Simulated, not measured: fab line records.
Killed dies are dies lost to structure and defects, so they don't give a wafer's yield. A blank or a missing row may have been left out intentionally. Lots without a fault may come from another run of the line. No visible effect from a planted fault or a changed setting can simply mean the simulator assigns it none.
fab line records	flow n5_finfet
[record] lots = 7	wafers = 20	last_day = 18
route steps=1938 shown BEOL_M13@1690 BEOL_M15@1830 PASSIVATION@1936
lots that met no fault: from a run of the same line without faults
start_h: hours from the record's opening day to when the first of the lot's shown wafers began	wait_h: hours elapsed since this lot's preceding step	" as in the row above	L1.1+2: several wafers, shown together as one row	- either no value or no given start	* or withheld: withheld	< > ~ a bound
route shown NAME@n: names a module that has steps shown in the file, with the first one's number in the route	usual: average and standard deviation across the fault-free wafers	same: alike in all rows	chamber/n: place in a boat	sites: readings site by site	_std_site: the values' standard deviation	_edge_site: outer sites' mean less inner sites'	radius_mm: for every site, how far away it sits from the centre of the wafer	mask NAME#n: copy n	behind: the last tool/chamber to shape the wafer	hold: reason for holding the lot/hours on hold/outcome of the hold	device: which transistor (n, p or np) failed to switch	end of line: tests of these same wafers at the route's end	step lacking rows: just its recipe	killed: dies lost to structure and defects at the first sort, not the wafer's yield	map: shows each die of a wafer: x if killed, . if not, _ if none is there
set.NAME: the setting as run; set.NAME@STEP: as run at that earlier step	model.NAME: the simulator's own value behind a step, which no gauge read
steps of the route over a sample of lots; a table a step, a row a wafer
services: from which hour (start_h, from the record's first day; less than 0 if before it) a tool's chamber was out of use, for how many hours, and why
[[steps]]
[step N5_BEOL_M13_OVL_MEAS_29]
[recipe] points_per_wafer = 44
[usual] M13_OVL = 4/4.9
lot.wafer	tool	chamber	start_h	wait_h	M13_OVL[nm]
L178.3	overlay-01	0	265.94	0.0	-2
L178.4	"	0	"	"	8
L178.6	"	0	"	"	11
L181.2	overlay-02	0	270.67	0.0	-3
L181.4	"	0	"	"	2
L181.6	"	0	"	"	-2
L180.1	overlay-01	0	283.25	0.0	0
L180.2	"	0	"	"	0
L180.3	"	0	"	"	-2
L184.1	overlay-02	0	297.72	0.0	2
L184.2	"	0	"	"	-2
L184.5	"	0	"	"	-5
L185.4	overlay-02	0	317.38	0.0	10
L185.5	"	0	"	"	6
L185.6	"	0	"	"	5
L189.1	overlay-02	0	326.72	0.0	-6
L189.3	"	0	"	"	5
L196.2	overlay-01	0	377.56	0.0	-1
L196.3	"	0	"	"	16
L196.5	"	0	"	"	9
[step N5_BEOL_M13_TRENCH_ETCH_34]
[recipe] chemistry = C4F8/O2/Ar	target = SiOC	target_depth_a = 4134.7	mask_material = SOC	pressure_mtorr = 30	source_w = 3000	bias_w = 700	Ar_flow_sccm = 400	C4F8_flow_sccm = 15	O2_flow_sccm = 8	he_inner_torr = 15	he_outer_torr = 30	time_s = 162.6	ion_energy_ev = 250
[usual] drypump_motor_current_A = 6.0/0.45	oes_product_au = 0.78/0.091	rf_vpp_V = 665/4	showerhead_plenum_p_Torr = 3.39/0.13	throttle_valve_pct = 24.30/0.24
lot.wafer	tool	chamber	start_h	wait_h	drypump_motor_current_A	oes_product_au	rf_hours_counter_h	rf_vpp_V	showerhead_plenum_p_Torr	throttle_valve_pct
L178.3	rie_diel-01	3	266.40	0.0	5.4	0.75	161	665	3.41	24.59
L178.4	"	0	"	"	5.5	0.68	249	663	3.38	24.53
L178.6	"	0	"	"	5.5	0.68	-	664	3.38	24.54
L181.2	rie_diel-06	1	271.13	0.0	6.5	0.86	61	671	3.61	24.24
L181.4	"	0	"	"	6.6	0.73	212	662	3.26	23.92
L181.6	"	0	"	"	6.5	0.72	-	661	3.26	23.92
L180.1	rie_diel-06	3	283.71	0.0	5.9	0.75	157	656	3.17	23.95
L180.2	"	2	"	"	5.7	0.94	16	664	3.37	24.54
L180.3	"	1	"	"	6.5	0.84	64	670	3.61	24.27
L184.1	rie_diel-06	2	298.18	0.0	5.6	0.92	20	664	3.36	24.55
L184.2	"	1	"	"	6.5	0.84	67	672	3.61	24.27
L184.5	"	2	"	"	5.7	0.93	-	663	3.36	24.58
L185.4	rie_diel-06	3	317.84	0.0	5.9	0.74	168	659	3.17	23.99
L185.5	"	0	"	"	6.5	0.73	-	660	3.25	23.94
L185.6	"	1	"	"	6.5	0.85	-	670	3.60	24.27
L189.1	rie_diel-06	1	327.18	0.0	6.5	0.83	77	669	3.60	24.28
L189.3	"	3	"	"	5.9	0.74	170	660	3.17	24.00
L196.2	rie_diel-01	3	378.22	0.0	5.4	0.71	197	665	3.39	24.64
L196.3	"	1	"	"	5.5	0.84	58	666	3.48	24.38
L196.5	"	1	"	"	5.5	0.85	-	668	3.48	24.38
[step N5_BEOL_M13_OCD_MEAS_35]
[usual] trench_depth_nm = 415/9.5
lot.wafer	tool	chamber	start_h	wait_h	trench_depth_nm
L178.3	ocd-02	-	266.58	0.0	411
L178.4	"	-	"	"	405
L178.6	"	-	"	"	404
L181.2	ocd-01	-	271.31	0.0	419
L181.4	"	-	"	"	417
L181.6	"	-	"	"	413
L180.1	ocd-02	-	283.89	0.0	417
L180.2	"	-	"	"	429
L180.3	"	-	"	"	425
L184.1	ocd-01	-	298.35	0.0	429
L184.2	"	-	"	"	420
L184.5	"	-	"	"	428
L185.4	ocd-01	-	318.02	0.0	421
L185.5	"	-	"	"	459
L185.6	"	-	"	"	426
L189.1	ocd-01	-	327.35	0.0	423
L189.3	"	-	"	"	461
L196.2	ocd-02	-	378.40	0.0	405
L196.3	"	-	"	"	412
L196.5	"	-	"	"	416
[step N5_BEOL_M13_DEGAS_41]
[recipe] ambient = vacuum	temp_c = 250	time_s = 60
[usual] heater_power_w = 333/33
lot.wafer	tool	chamber	start_h	wait_h	heater_power_w
L178.3	pvd_sputter-02	-	267.14	0.3	371
L178.4	"	-	"	"	380
L178.6	"	-	"	"	334
L181.2	pvd_sputter-02	-	272.18	0.5	340
L181.4	"	-	"	"	363
L181.6	"	-	"	"	368
L180.1	pvd_sputter-02	-	286.14	0.2	369
L180.2	"	-	"	"	365
L180.3	"	-	"	"	350
L184.1	pvd_sputter-01	-	300.38	0.2	312
L184.2	"	-	"	"	307
L184.5	"	-	"	"	242
L185.4	pvd_sputter-03	-	323.31	0.3	343
L185.5	"	-	"	"	355
L185.6	"	-	"	"	310
L189.1	pvd_sputter-03	-	331.38	0.3	318
L189.3	"	-	"	"	350
L196.2	pvd_sputter-01	-	383.11	1.7	314
L196.3	"	-	"	"	331
L196.5	"	-	"	"	240
[step N5_BEOL_M13_SPUTTER_44]
[recipe] material = Ta	target_thk_a = 100	temp_c = 50	bias_v = 80	power_w = 15000	chamber_pressure_pa = 0.07	time_s = 16.13
[usual] throttle_valve_pct = 30.3/1.2
lot.wafer	tool	chamber	start_h	wait_h	throttle_valve_pct
L178.3	pvd_sputter-02	-	267.30	0.0	29.1
L178.4	"	-	"	"	30.5
L178.6	"	-	"	"	30.7
L181.2	pvd_sputter-02	-	272.34	0.0	31.2
L181.4	"	-	"	"	29.0
L181.6	"	-	"	"	30.1
L180.1	pvd_sputter-02	-	286.30	0.0	30.1
L180.2	"	-	"	"	29.2
L180.3	"	-	"	"	30.8
L184.1	pvd_sputter-01	-	300.54	0.0	27.0
L184.2	"	-	"	"	28.9
L184.5	"	-	"	"	30.6
L185.4	pvd_sputter-03	-	323.49	0.0	31.5
L185.5	"	-	"	"	31.5
L185.6	"	-	"	"	31.3
L189.1	pvd_sputter-03	-	331.54	0.0	31.5
L189.3	"	-	"	"	31.3
L196.2	pvd_sputter-01	-	383.27	0.0	28.9
L196.3	"	-	"	"	28.4
L196.5	"	-	"	"	30.6
[step N5_BEOL_M13_THK_MEAS_50]
[recipe] thk_meas_gauge = xrf	reads = Cu_of_BEOL_M13_ECD_47
[usual] M13_THK = 418/10
lot.wafer	tool	chamber	start_h	wait_h	M13_THK[nm]
L178.3	film_metro-02	-	268.83	-	413
L178.4	"	-	"	"	406
L178.6	"	-	"	"	407
L181.2	film_metro-01	-	273.43	-	427
L181.4	"	-	"	"	420
L181.6	"	-	"	"	416
L180.1	film_metro-01	-	287.85	-	415
L180.2	"	-	"	"	428
L180.3	"	-	"	"	425
L184.1	film_metro-01	-	301.76	-	427
L184.2	"	-	"	"	421
L184.5	"	-	"	"	428
L185.4	film_metro-02	-	324.41	-	427
L185.5	"	-	"	"	468
L185.6	"	-	"	"	433
L189.1	film_metro-02	-	332.85	-	422
L189.3	"	-	"	"	461
L196.2	film_metro-01	-	384.33	-	406
L196.3	"	-	"	"	413
L196.5	"	-	"	"	421
[step N5_BEOL_M13_RS_MEAS_54]
[recipe] thk_meas_gauge = four-point-probe	reads = Cu_of_BEOL_M13_ECD_47+Ta_of_BEOL_M13_SPUTTER_44+TaN_of_BEOL_M13_SPUTTER_43
[usual] M13_RS = 0.0449/0.0011
lot.wafer	tool	chamber	start_h	wait_h	M13_RS[ohm/sq]
L178.3	film_metro-02	-	268.96	0.1	0.0455
L178.4	"	-	"	"	0.0463
L178.6	"	-	"	"	0.0463
L181.2	film_metro-01	-	273.56	0.1	0.0444
L181.4	"	-	"	"	0.0450
L181.6	"	-	"	"	0.0453
L180.1	film_metro-01	-	287.98	0.0	0.0449
L180.2	"	-	"	"	0.0433
L180.3	"	-	"	"	0.0437
L184.1	film_metro-01	-	301.89	0.0	0.0435
L184.2	"	-	"	"	0.0443
L184.5	"	-	"	"	0.0435
L185.4	film_metro-01	-	324.57	0.1	0.0444
L185.5	"	-	"	"	0.0405
L185.6	"	-	"	"	0.0439
L189.1	film_metro-01	-	332.98	0.0	0.0441
L189.3	"	-	"	"	0.0404
L196.2	film_metro-02	-	384.46	0.1	0.0461
L196.3	"	-	"	"	0.0453
L196.5	"	-	"	"	0.0445
[step N5_BEOL_M15_RC_MEAS_101]
[usual] COMB_M10 = 1.4e-11/2.9e-12	COMB_M11 = 1.5e-11/3.3e-12	COMB_M12 = 6.4e-12/1.4e-12	COMB_M13 = 4.9e-12/1.1e-12	COMB_M14 = 3.6e-12/1e-12	COMB_M15 = 2.4e-12/7.4e-13	COMB_M5 = 3.6e-11/7.6e-12	COMB_M5_max_site = 5.3e-11/1.3e-11	COMB_M6 = 2.5e-11/5.3e-12	COMB_M7 = 2.6e-11/5.2e-12	COMB_M8 = 2.7e-11/5e-12	COMB_M9 = 1.4e-11/3.5e-12	SERP_M10 = 3.20/0.11	SERP_M11 = 3.09/0.11	SERP_M12 = 0.629/0.018	SERP_M13 = 0.307/0.0081	SERP_M13_max_site = 0.311/0.0081	SERP_M14 = 0.163/0.0073	SERP_M5 = 39.9/2.4	SERP_M6 = 14.3/0.69	SERP_M7 = 14.0/0.69	SERP_M8 = 14.3/0.76	SERP_M9 = 3.09/0.097	SERP_M9_max_site = 3.18/0.11
lot.wafer	tool	chamber	start_h	wait_h	COMB_M10[S/m]	COMB_M11[S/m]	COMB_M12[S/m]	COMB_M13[S/m]	COMB_M14[S/m]	COMB_M15[S/m]	COMB_M5[S/m]	COMB_M5_max_site[S/m]	COMB_M6[S/m]	COMB_M7[S/m]	COMB_M8[S/m]	COMB_M9[S/m]	SERP_M10[ohm/um]	SERP_M11[ohm/um]	SERP_M12[ohm/um]	SERP_M13[ohm/um]	SERP_M13_max_site[ohm/um]	SERP_M14[ohm/um]	SERP_M5[ohm/um]	SERP_M6[ohm/um]	SERP_M7[ohm/um]	SERP_M8[ohm/um]	SERP_M9[ohm/um]	SERP_M9_max_site[ohm/um]
L178.3	prober-02	0	281.58	0.3	1.22e-11	1.5e-11	5.9e-12	5e-12	4.7e-12	2.5e-12	2.4e-11	5.7e-11	3.2e-11	2.8e-11	2.9e-11	1.2e-11	3.27	3.32	0.601	0.305	0.308	0.164	41.6	15.6	14.7	13.5	3.27	3.34
L178.4	"	0	"	"	1.56e-11	2e-11	5.3e-12	3.7e-12	6.4e-12	3.3e-12	3.4e-11	4.2e-11	3.3e-11	2.7e-11	3e-11	1e-11	3.38	3.20	0.610	0.309	0.311	0.163	38.7	14.9	13.3	14.5	3.12	3.19
L178.6	"	0	"	"	1.51e-11	1.7e-11	9.2e-12	6.3e-12	4.7e-12	3.2e-12	3.5e-11	4.3e-11	2.2e-11	3.1e-11	3.4e-11	1.4e-11	3.34	3.30	0.620	0.316	0.318	0.161	37.5	14.9	14.3	15.3	3.05	3.17
L181.2	prober-02	0	288.45	0.2	1.42e-11	1.7e-11	9e-12	6.3e-12	5.3e-12	2.9e-12	5.8e-11	8.1e-11	2.2e-11	2.8e-11	2.1e-11	1.5e-11	3.09	2.91	0.609	0.308	0.312	0.163	36.0	14.4	13.7	14.4	3.22	3.28
L181.4	"	0	"	"	1.33e-11	1.5e-11	8.3e-12	5.8e-12	5.4e-12	3.2e-12	5.9e-11	9.3e-11	2.6e-11	2.1e-11	2.3e-11	1.8e-11	3.15	3.24	0.628	0.312	0.313	0.161	35.7	14.9	12.4	14.4	3.23	3.31
L181.6	"	0	"	"	1.56e-11	1.8e-11	6.8e-12	6e-12	5.9e-12	3.8e-12	4.4e-11	7.6e-11	2.7e-11	3.3e-11	3.6e-11	1.9e-11	3.26	3.20	0.629	0.311	0.314	0.160	38.8	14.0	13.2	13.6	3.19	3.27
L180.1	prober-01	0	299.26	0.0	1.28e-11	1.1e-11	5.4e-12	3.6e-12	3.2e-12	2.1e-12	3.8e-11	5.6e-11	2.8e-11	2.5e-11	3e-11	2e-11	3.33	3.30	0.598	0.305	0.313	0.162	40.2	14.5	14.1	14.1	3.12	3.15
L180.2	"	0	"	"	1.29e-11	1e-11	8.4e-12	4.6e-12	2.4e-12	2.4e-12	3.8e-11	6e-11	1.9e-11	3.3e-11	2.7e-11	1.8e-11	3.40	3.24	0.620	0.298	0.302	0.174	37.9	14.1	14.6	14.5	3.19	3.32
L180.3	"	0	"	"	1.35e-11	1.5e-11	4.2e-12	4.1e-12	3e-12	2.2e-12	4.1e-11	7.6e-11	2e-11	2.7e-11	3e-11	2e-11	3.18	3.41	0.627	0.303	0.304	0.174	40.8	15.7	13.3	14.5	3.16	3.27
L184.1	prober-01	0	316.37	0.0	1.42e-11	1.2e-11	8e-12	4.3e-12	4e-12	2.5e-12	3.2e-11	4.4e-11	2.7e-11	2.4e-11	2e-11	1.4e-11	3.17	3.14	0.622	0.304	0.306	0.173	36.0	15.5	14.1	13.4	3.15	3.23
L184.2	"	0	"	"	1.63e-11	1.6e-11	8.2e-12	5.4e-12	3.6e-12	2.8e-12	3.9e-11	4.8e-11	2e-11	4.1e-11	1.7e-11	1.6e-11	3.26	3.09	0.635	0.298	0.302	0.163	36.7	13.3	13.8	13.3	3.24	3.43
L184.5	"	0	"	"	1.42e-11	1.2e-11	6.3e-12	5.3e-12	2.6e-12	2.7e-12	2.9e-11	5.1e-11	2.3e-11	2.9e-11	2.4e-11	1.8e-11	3.15	3.13	0.618	0.298	0.301	0.167	36.5	14.4	15.2	12.6	3.16	3.22
L185.4	prober-02	0	339.26	0.5	1.85e-11	1.4e-11	6.6e-12	4.9e-12	3.8e-12	4e-12	4e-11	5.8e-11	1.8e-11	2.9e-11	2.6e-11	1.4e-11	3.15	2.99	0.620	0.302	0.307	0.161	47.2	14.3	13.6	14.2	3.12	3.16
L185.5	"	0	"	"	1.49e-11	1.3e-11	6.7e-12	7.1e-12	4.1e-12	3.3e-12	3.6e-11	4.3e-11	2.6e-11	2.7e-11	2.6e-11	1.2e-11	3.16	3.11	0.650	0.280	0.281	0.156	39.6	13.0	13.1	13.6	3.08	3.13
L185.6	"	0	"	"	1.24e-11	1.5e-11	7.5e-12	6.2e-12	5.7e-12	4.6e-12	3.5e-11	5.3e-11	1.9e-11	2.3e-11	2.4e-11	1.2e-11	3.24	3.28	0.611	0.297	0.300	0.168	40.0	14.5	13.6	12.6	3.11	3.21
L189.1	prober-01	0	349.56	0.0	2.24e-11	2e-11	8.4e-12	4.8e-12	2.7e-12	2.3e-12	3.7e-11	5.9e-11	1.8e-11	2.7e-11	2.7e-11	1.3e-11	3.16	3.13	0.607	0.295	0.299	0.176	38.7	13.1	14.2	15.1	2.94	2.97
L189.3	"	0	"	"	1.54e-11	2e-11	6.9e-12	4.3e-12	2.5e-12	1.7e-12	3.5e-11	5.9e-11	1.8e-11	3.1e-11	2e-11	8e-12	3.06	3.05	0.617	0.276	0.279	0.152	35.8	14.2	15.0	14.1	2.99	3.01
L196.2	prober-01	0	402.62	0.2	9.9e-12	1.2e-11	7.2e-12	2.9e-12	2.9e-12	1.9e-12	3.7e-11	4.7e-11	3.3e-11	1.7e-11	2.2e-11	1.9e-11	3.15	3.03	0.638	0.311	0.314	0.164	39.9	15.3	13.6	13.4	2.86	2.90
L196.3	"	0	"	"	1.11e-11	1.1e-11	5e-12	4.9e-12	3.2e-12	1.5e-12	3.7e-11	5.4e-11	2.8e-11	3.3e-11	2.2e-11	1.5e-11	3.02	3.05	0.653	0.307	0.310	0.171	40.4	13.8	14.2	14.0	2.96	3.08
L196.5	"	0	"	"	1.13e-11	1.8e-11	4.3e-12	4.6e-12	3.2e-12	2.2e-12	4.4e-11	5.1e-11	2.8e-11	2.7e-11	2.1e-11	2e-11	3.29	3.14	0.660	0.309	0.313	0.170	38.4	13.7	14.1	14.9	2.99	3.11
// sites SERP_M13 radius_mm=0,75,75,75,75,140,140,140,140
L178.3 0.302 0.303 0.307 0.305 0.306 0.305 0.308 0.303 0.306
L181.2 0.308 0.308 0.307 0.310 0.312 0.305 0.305 0.308 0.305
L180.1 0.305 0.313 0.309 0.308 0.308 0.304 0.299 0.304 0.303
L184.1 0.304 0.304 0.305 0.306 0.306 0.303 0.302 0.299 0.302
L185.4 0.302 0.307 0.302 0.303 0.306 0.302 0.305 0.299 0.300
L189.1 0.298 0.299 0.295 0.296 0.297 0.293 0.295 0.294 0.295
L196.2 0.314 0.314 0.314 0.311 0.314 0.309 0.309 0.311 0.310
[step N5_PASSIVATION_PROBE_49]
[usual] defect_limited_yield = 91.2/1.6	killed_at_M0_to_M3 = 34/11	killed_at_M4_up = 13/5.2	killed_at_contacts = 13/6.3	killed_at_front_end = 40/14	killed_at_other = 3.2/2.4	killed_dies = 104/19	killed_open = 69/14	killed_short = 32/7.5	sort_bin_5_function = 5.3/1.1	sort_bin_6_memory = 3.2/0.73	sort_bin_8_speed = 0.01/0.038	sort_n_pass = 1076/19	sort_yield_pct = 91.2/1.6
[same] gross_dies = 1180	killed_at_back_side = 0	sort_bin_4_leakage[%] = 0
lot.wafer	tool	chamber	start_h	wait_h	defect_limited_yield[%]	killed_at_M0_to_M3	killed_at_M4_up	killed_at_contacts	killed_at_front_end	killed_at_other	killed_dies	killed_open	killed_short	sort_bin_5_function[%]	sort_bin_6_memory[%]	sort_bin_8_speed[%]	sort_n_pass	sort_yield_pct[%]
L178.3	prober-01	-	297.01	0.1	93.6	29	9	11	24	2	75	46	27	3.9	2.1	0.25	1102	93.4
L178.4	prober-01	-	297.06	0.2	93.0	25	8	17	31	2	83	54	28	3.8	3.0	0	1097	93.0
L178.6	prober-01	-	297.16	0.3	92.7	27	9	19	31	0	86	58	23	4.2	2.7	0	1094	92.7
L181.2	prober-02	-	303.68	0.1	93.2	32	6	14	25	3	80	54	26	4.2	2.5	0	1100	93.2
L181.4	prober-02	-	303.78	0.2	93.4	26	7	17	24	4	78	54	21	4.0	2.5	0	1102	93.4
L181.6	prober-02	-	303.88	0.3	90.5	23	13	26	44	6	112	76	35	6.1	3.1	0	1068	90.5
L180.1	prober-01	-	314.94	0.0	90.4	41	11	12	37	12	113	70	32	5.8	3.1	0.08	1066	90.3
L180.2	prober-01	-	314.99	0.1	93.4	27	13	13	22	3	78	50	25	3.8	2.5	0	1102	93.4
L180.3	prober-01	-	315.04	0.1	91.3	40	13	17	28	5	103	65	36	5.3	3.1	0	1077	91.3
L184.1	prober-02	-	328.90	0.0	89.5	30	12	18	60	4	124	82	40	6.3	4.1	0	1056	89.5
L184.2	prober-02	-	328.95	0.1	90.4	34	12	8	55	4	113	64	47	5.3	4.1	0.08	1066	90.3
L184.5	prober-02	-	329.10	0.2	90.2	37	11	15	48	5	116	76	39	5.8	3.6	0	1064	90.2
L185.4	prober-02	-	358.62	0.2	93.1	28	12	7	33	1	81	36	42	4.4	2.1	0	1099	93.1
L185.5	prober-02	-	358.67	0.2	90.8	27	15	24	40	3	109	77	30	5.3	3.6	0.08	1071	90.8
L185.6	prober-02	-	358.72	0.3	93.1	22	9	21	30	0	82	56	26	4.5	2.2	0	1098	93.1
L189.1	prober-02	-	364.49	0.0	89.2	60	16	16	32	4	128	89	37	6.1	4.5	0	1052	89.2
L189.3	prober-02	-	364.59	0.1	89.3	49	13	14	47	3	126	83	38	5.8	4.3	0	1054	89.3
L196.2	prober-02	-	421.61	0.1	91.9	25	18	16	34	3	96	69	24	4.1	3.4	0	1084	91.9
L196.3	prober-02	-	421.66	0.1	90.9	26	22	8	51	0	107	73	31	5.7	3.3	0	1073	90.9
L196.5	prober-02	-	421.76	0.2	90.5	32	19	2	59	0	112	69	40	5.6	3.4	0	1068	90.5
// killed by level:class
L178.3 STI_FIN_REVEAL:geometric_particle:open=13 BEOL_M0_SAQP:geometric_particle:short=8 MOL_CONTACT_COAG:geometric_particle:open=6 MOL_CONTACT_COAG:geometric_particle:short=5 BEOL_M0:geometric_particle:open=5 STI_FIN_REVEAL:geometric_particle:short=4 BEOL_M0_SAQP:geometric_particle:open=4 BEOL_M2:geometric_particle:open=3
L178.4 MOL_CONTACT_COAG:geometric_particle:open=14 BEOL_M0_SAQP:geometric_particle:open=6 ILD0:geometric_particle:open=5 FIN_SAQP:geometric_particle:open=4 BEOL_M0_SAQP:geometric_particle:short=4 BEOL_M3:geometric_particle:short=4 BEOL_M3:geometric_particle:open=4 STARTING-WAFER:geometric_particle:short=4
L178.6 MOL_CONTACT_COAG:geometric_particle:open=16 BEOL_M3:geometric_particle:open=13 STI_FIN_REVEAL:geometric_particle:open=9 BEOL_M0_SAQP:geometric_particle:short=6 FIN_SAQP:geometric_particle:short=4 GATE_CUT:geometric_particle:short=4 MOL_CONTACT_COAG:geometric_particle:short=3 BEOL_M0_SAQP:geometric_particle:open=3
L181.2 MOL_CONTACT_COAG:geometric_particle:open=12 STI_FIN_REVEAL:geometric_particle:open=9 BEOL_M0_SAQP:geometric_particle:open=9 BEOL_M0_SAQP:geometric_particle:short=8 BEOL_M3:geometric_particle:open=8 BEOL_M1:geometric_particle:open=3 STARTING-WAFER:geometric_particle:open=3 FIN_SAQP:geometric_particle:short=2
L181.4 MOL_CONTACT_COAG:geometric_particle:open=15 STI_FIN_REVEAL:geometric_particle:open=8 BEOL_M1:geometric_particle:open=6 BEOL_M2:geometric_particle:open=6 BEOL_M0_SAQP:geometric_particle:short=4 BEOL_M0_SAQP:geometric_particle:open=4 BEOL_M3:geometric_particle:open=4 ZERO_LAYER:coat_microbubble_printed=3
L181.6 STI_FIN_REVEAL:geometric_particle:open=19 MOL_CONTACT_COAG:geometric_particle:open=19 MOL_CONTACT_COAG:geometric_particle:short=7 STI_FIN_REVEAL:geometric_particle:short=6 BEOL_M0_SAQP:geometric_particle:short=5 SPACER0:geometric_particle:open=4 BEOL_M4:geometric_particle:open=4 BEOL_M3:geometric_particle:open=4
L180.1 STI_FIN_REVEAL:geometric_particle:open=10 MOL_CONTACT_COAG:geometric_particle:open=10 BEOL_M0_SAQP:geometric_particle:open=9 BEOL_M3:geometric_particle:open=9 BEOL_M2:geometric_particle:open=8 FIN_SAQP:geometric_particle:open=6 BEOL_M0_SAQP:geometric_particle:short=5 HKMG_FIN:area_etch=5
L180.2 MOL_CONTACT_COAG:geometric_particle:open=10 BEOL_M2:geometric_particle:open=9 FIN_SAQP:geometric_particle:open=7 BEOL_M4:geometric_particle:short=6 BEOL_M0_SAQP:geometric_particle:open=4 DUMMY_GATE:geometric_particle:open=3 GATE_CUT:geometric_particle:open=3 MOL_CONTACT_COAG:geometric_particle:short=3
L180.3 MOL_CONTACT_COAG:geometric_particle:open=14 BEOL_M0_SAQP:geometric_particle:short=13 STI_FIN_REVEAL:geometric_particle:open=8 BEOL_M2:geometric_particle:open=7 BEOL_M0_SAQP:geometric_particle:open=6 BEOL_M3:geometric_particle:open=5 BEOL_M5:geometric_particle:open=5 GATE_CUT:geometric_particle:short=4
L184.1 FIN_SAQP:geometric_particle:open=23 BEOL_M2:geometric_particle:open=16 MOL_CONTACT_COAG:geometric_particle:open=13 FIN_SAQP:geometric_particle:short=11 MOL_CONTACT_COAG:geometric_particle:short=5 STI_FIN_REVEAL:geometric_particle:open=4 BEOL_M4:geometric_particle:open=4 DUMMY_GATE:geometric_particle:open=3
L184.2 FIN_SAQP:geometric_particle:short=23 FIN_SAQP:geometric_particle:open=11 BEOL_M2:geometric_particle:open=10 MOL_CONTACT_COAG:geometric_particle:open=7 BEOL_M0_SAQP:geometric_particle:open=7 BEOL_M0_SAQP:geometric_particle:short=4 BEOL_M3:geometric_particle:short=4 BEOL_M5:geometric_particle:open=4
L184.5 MOL_CONTACT_COAG:geometric_particle:open=14 FIN_SAQP:geometric_particle:short=10 BEOL_M0_SAQP:geometric_particle:open=9 BEOL_M0_SAQP:geometric_particle:short=8 GATE_CUT:geometric_particle:short=7 FIN_SAQP:geometric_particle:open=6 BEOL_M2:geometric_particle:open=6 BEOL_M4:geometric_particle:open=6
L185.4 FIN_SAQP:geometric_particle:short=10 BEOL_M0_SAQP:geometric_particle:short=9 STI_FIN_REVEAL:geometric_particle:open=6 MOL_CONTACT_COAG:geometric_particle:open=5 FIN_SAQP:geometric_particle:open=4 GATE_CUT:geometric_particle:short=4 BEOL_M0_SAQP:geometric_particle:open=4 BEOL_M2:geometric_particle:open=4
L185.5 MOL_CONTACT_COAG:geometric_particle:open=18 FIN_SAQP:geometric_particle:open=10 BEOL_M4:geometric_particle:open=7 FIN_SAQP:geometric_particle:short=6 STI_FIN_REVEAL:geometric_particle:open=6 BEOL_M0_SAQP:geometric_particle:open=6 BEOL_M0_SAQP:geometric_particle:short=6 BEOL_M2:geometric_particle:open=6
L185.6 MOL_CONTACT_COAG:geometric_particle:open=19 BEOL_M0_SAQP:geometric_particle:open=10 ILD0:geometric_particle:short=5 BEOL_M0_SAQP:geometric_particle:short=5 STI_FIN_REVEAL:geometric_particle:open=4 DUMMY_GATE:geometric_particle:open=3 ILD0:geometric_particle:open=3 GATE_CUT:geometric_particle:short=3
L189.1 MOL_CONTACT_COAG:geometric_particle:open=14 BEOL_M0_SAQP:geometric_particle:open=12 BEOL_M1:geometric_particle:open=10 BEOL_M2:geometric_particle:open=10 BEOL_M0_SAQP:geometric_particle:short=9 BEOL_M3:geometric_particle:open=9 FIN_SAQP:geometric_particle:open=7 BEOL_M4:geometric_particle:open=7
L189.3 BEOL_M2:geometric_particle:open=14 STI_FIN_REVEAL:geometric_particle:open=12 MOL_CONTACT_COAG:geometric_particle:open=9 BEOL_M0_SAQP:geometric_particle:open=9 FIN_SAQP:geometric_particle:open=8 BEOL_M1:geometric_particle:open=7 FIN_SAQP:geometric_particle:short=6 BEOL_M5:geometric_particle:open=6
L196.2 MOL_CONTACT_COAG:geometric_particle:open=14 STI_FIN_REVEAL:geometric_particle:open=12 BEOL_M4:geometric_particle:open=7 BEOL_M0_SAQP:geometric_particle:short=6 FIN_SAQP:geometric_particle:open=5 BEOL_M0_SAQP:geometric_particle:open=5 GATE_CUT:geometric_particle:open=4 BEOL_M0:geometric_particle:open=4
L196.3 FIN_SAQP:geometric_particle:open=23 BEOL_M4:geometric_particle:open=9 STI_FIN_REVEAL:geometric_particle:open=6 MOL_CONTACT_COAG:geometric_particle:open=6 BEOL_M0_SAQP:geometric_particle:short=5 BEOL_M0_SAQP:geometric_particle:open=5 BEOL_M1:geometric_particle:open=4 BEOL_M4:geometric_particle:short=4
L196.5 FIN_SAQP:geometric_particle:open=15 STI_FIN_REVEAL:geometric_particle:open=14 FIN_SAQP:geometric_particle:short=11 BEOL_M0_SAQP:geometric_particle:open=9 BEOL_M4:geometric_particle:open=9 BEOL_M0_SAQP:geometric_particle:short=4 GATE_CUT:geometric_particle:open=4 GATE_CUT:geometric_particle:short=4
[[services]]
tool	chamber	start_h	hours	kind
rie_diel-01	0	267.70	-	clean
rie_diel-01	0	267.70	-	consumable_replace:focus_ring
rie_diel-01	0	267.70	39.1	scheduled_down
rie_diel-01	0	267.70	39.1	vent_cycle
rie_diel-01	1	293.98	4.3	repair
rie_diel-01	-	333.66	2.8	pm
rie_diel-06	2	371.77	13.6	repair
[[key]]
[first_sign] step = N5_BEOL_M13_OCD_MEAS_35	reading = trench_depth_nm	direction = up	sigmas = 4.8	usual = 415	struck = 460
[effect] step = N5_BEOL_M13_THK_MEAS_50	reading = M13_THK	direction = up	sigmas = 4.5	usual = 418	struck = 465
[effect] step = N5_BEOL_M13_RS_MEAS_54	reading = M13_RS	direction = down	sigmas = 4.1	usual = 0.0449	struck = 0.0405
[effect] step = N5_BEOL_M15_RC_MEAS_101	reading = SERP_M13	direction = down	sigmas = 3.5	usual = 0.307	struck = 0.278
met_at N5_BEOL_M13_TRENCH_ETCH_34
struck_lots L185,L189
struck_wafers L185.5,L189.3
not_acting_at N5_BEOL_M13_OVL_MEAS_29,N5_BEOL_M13_DEGAS_41,N5_BEOL_M13_SPUTTER_44
onset_between 298.18 317.84
[fault] kind = process_parameter_drift	tool = rie_diel-06	chamber = -	onset_h = 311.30	steps = N5_BEOL_M13_TRENCH_ETCH_34	channel = time_s	offset = *	shape = step	end_h = 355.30	scope = struck_wafers_only	acts_in = *	stated = *
